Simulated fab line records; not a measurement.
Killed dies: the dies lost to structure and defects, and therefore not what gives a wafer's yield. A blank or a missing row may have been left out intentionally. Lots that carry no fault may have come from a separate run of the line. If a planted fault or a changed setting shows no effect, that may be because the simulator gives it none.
Matching of chambers -- flow nand-harc -- NHARC_P_BONDPAD_ETCH_37 on rie-diel-06 has 4 sister chambers
The step etches the open film in N2/H2, target depth 60 nm, overetch 18 nm, time 65.91 s. 14 wafers are shown with their chamber, then 7 later ones without.

== WAFERS, EACH WITH ITS CHAMBER ==
wafer,chamber,showerhead-plenum-p-Torr (Torr),drypump-motor-current-A (A),rf-vpp-V (V)
L933.1,0,2.18,4.9,434
L933.3,1,1.91,6.6,427
L933.4,2,2.18,6.0,434
L936.3,0,2.18,4.9,435
L936.4,2,2.18,5.9,435
L936.6,3,2.02,5.1,430
L943.3,0,2.18,4.9,435
L943.5,1,1.91,6.6,427
L943.6,2,2.18,6.0,434
L944.1,2,2.18,5.9,435
L944.3,3,2.01,5.1,429
L944.6,1,1.91,6.6,426
L945.3,1,1.91,6.6,426
L945.5,0,2.18,4.9,434

SIGNATURES (means of the wafers above)
reading,chamber 0,chamber 1,chamber 2,chamber 3,scatter within a chamber
showerhead-plenum-p-Torr,2.1800,1.9100,2.1800,2.0150,0.00224
drypump-motor-current-A,4.900,6.600,5.950,5.100,0.0316
rf-vpp-V,434.50,426.50,434.50,429.50,0.592
Rule: for a wafer and a chamber, the distance is found by dividing, reading by reading, the gap between the wafer's reading and the chamber's mean by the reading's scatter, squaring, summing and taking the root. The wafer belongs to the nearest chamber; if the next one is less than 2 further off, it can't be placed. How the scatter is found: for the shown wafers, subtract from each reading the mean of its chamber, square and add these, divide the total by (wafers less chambers), then take the root.

== WAFERS MISSING THEIR CHAMBER ==
wafer,showerhead-plenum-p-Torr (Torr),drypump-motor-current-A (A),rf-vpp-V (V)
L945.6,2.01,5.1,430
L946.1,2.18,4.9,435
L946.3,2.18,6.0,434
L946.4,1.91,6.6,428
L951.1,2.18,4.9,434
L951.2,2.17,5.9,434
L951.6,2.18,4.9,435

== THE CHAMBER EACH PASSED THROUGH ==
wafer,from the rows above,in truth
L945.6,3,3
L946.1,0,0
L946.3,2,2
L946.4,1,1
L951.1,0,0
L951.2,2,2
L951.6,0,0
Placed correctly: 7 of 7. Left unplaced by these rows: 0. Number placed wrongly: 0.
